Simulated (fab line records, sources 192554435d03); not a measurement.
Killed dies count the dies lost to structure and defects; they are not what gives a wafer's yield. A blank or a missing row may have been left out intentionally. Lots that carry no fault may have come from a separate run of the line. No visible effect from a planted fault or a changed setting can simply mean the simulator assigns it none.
Chamber matching -- flow n5Finfet -- N5_BEOL_M1_ILD_DEP_00 on pecvd-02 has 3 sister chambers
The step deposits SiOC from DEMS/O2, target thk 79 nm, time 15.3 s. 18 wafers are shown with their chamber, then 9 later ones without.

## WAFERS, EACH WITH ITS CHAMBER
wafer,chamber,throttleValvePct (%),heaterPowerW (W),showerheadPlenumPTorr (Torr)
L076.2,0,13.1,395,5.693
L076.4,2,11.8,405,5.699
L076.6,1,12.2,527,5.716
L078.1,0,13.1,446,5.681
L078.4,0,13.1,445,5.698
L078.6,1,12.0,503,5.708
L079.1,2,11.6,444,5.706
L079.2,0,13.1,373,5.711
L079.3,1,11.9,471,5.709
L082.1,0,12.8,452,5.695
L082.3,2,11.6,461,5.709
L082.5,1,12.1,519,5.702
L084.1,2,11.9,426,5.709
L084.3,0,13.1,410,5.713
L084.4,1,11.7,506,5.719
L086.1,1,11.9,513,5.705
L086.3,2,11.4,396,5.682
L086.5,0,13.1,430,5.699

SIGNATURES (means of the wafers above)
reading,chamber 0,chamber 1,chamber 2,scatter within a chamber
throttleValvePct,13.057,11.967,11.660,0.16
heaterPowerW,421.57,506.50,426.40,26
showerheadPlenumPTorr,5.69857,5.70983,5.70100,0.00981
Rule: for each reading, subtract the chamber's mean from the wafer's reading, divide by that reading's scatter and square the result; add these up over the readings and take the root, which gives the wafer's distance from the chamber. If the next closest chamber is less than 2 further off than the closest, the wafer can't be placed; otherwise it belongs to the closest. How the scatter is found: for the shown wafers, subtract from each reading the mean of its chamber, square and add these, divide the total by (wafers less chambers), then take the root.

## WAFERS WITHOUT THEIR CHAMBER
wafer,throttleValvePct (%),heaterPowerW (W),showerheadPlenumPTorr (Torr)
L088.3,13.0,440,5.706
L088.5,11.9,533,5.714
L088.6,12.9,450,5.698
L091.1,11.9,383,5.690
L091.2,12.9,434,5.699
L091.6,13.0,441,5.688
L097.1,11.5,435,5.711
L097.3,13.0,444,5.710
L097.6,11.8,436,5.701

## CHAMBER TAKEN BY EACH
wafer,from the rows above,in truth
L088.3,0,0
L088.5,1,1
L088.6,0,0
L091.1,2,2
L091.2,0,0
L091.6,0,0
L097.1,2,2
L097.3,0,0
L097.6,2,2
Correct placement for 9 of the 9. Left unplaced by these rows: 0. 0 placed wrongly.
